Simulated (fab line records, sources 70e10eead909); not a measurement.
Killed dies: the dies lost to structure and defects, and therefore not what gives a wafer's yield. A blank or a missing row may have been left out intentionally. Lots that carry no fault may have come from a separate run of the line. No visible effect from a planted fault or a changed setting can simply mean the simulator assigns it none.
Chamber matching    flow nand-harc    NHARC_A_CHANNEL_FILL_D2_ALD_25 on ald-hk-01 has 4 sister chambers
The step deposits SiOx, target thk 60 nm, pulse time 10 s, ald cycles 600. 14 wafers are shown with their chamber, then 7 later ones without.

## EACH WAFER AND ITS CHAMBER
wafer   chamber  heater-power-w (W)  precursor-pulse-height-rel
L074.3  0        518                 0.986
L074.4  3        451                 1.014
L074.5  0        511                 0.989
L077.1  0        510                 1.007
L077.3  3        430                 0.999
L077.2  2        499                 1.007
L080.2  3        435                 0.989
L080.3  1        553                 0.997
L080.4  2        498                 1.001
L086.2  1        557                 1.007
L086.3  2        504                 1.023
L086.5  1        548                 0.987
L090.3  2        501                 0.988
L090.5  3        421                 1.017

SIGNATURES (averages over the wafers above)
reading                     chamber 0  chamber 1  chamber 2  chamber 3  scatter within a chamber
heater-power-w              513.00     552.67     500.50     434.25     7.58
precursor-pulse-height-rel  0.99400    0.99700    1.00475    1.00475    0.0127
Rule: for a wafer and a chamber, the distance is found by dividing, reading by reading, the gap between the wafer's reading and the chamber's mean by the reading's scatter, squaring, summing and taking the root. If the next closest chamber is less than 2 further off than the closest, the wafer can't be placed; otherwise it belongs to the closest. How the scatter is found: for the shown wafers, subtract from each reading the mean of its chamber, square and add these, divide the total by (wafers less chambers), then take the root.

## WAFERS MISSING THEIR CHAMBER
wafer   heater-power-w (W)  precursor-pulse-height-rel
L090.6  507                 1.023
L091.1  437                 1.000
L091.3  541                 0.989
L091.4  497                 0.984
L094.1  533                 1.009
L094.3  429                 1.022
L094.4  515                 1.005

## WHICH CHAMBER EACH ONE RAN IN
wafer   from the rows above           in truth
L090.6  can't be placed: 2 or 0       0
L091.1  3                             3
L091.3  1                             1
L091.4  can't be placed: 2 or 0       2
L094.1  can't be placed: 1 or 0 or 2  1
L094.3  3                             3
L094.4  can't be placed: 0 or 2       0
Placed correctly: 3 of 7. Can't be placed from these rows: 4 (the true chamber is among the candidates in 4). Wrongly placed: 0.
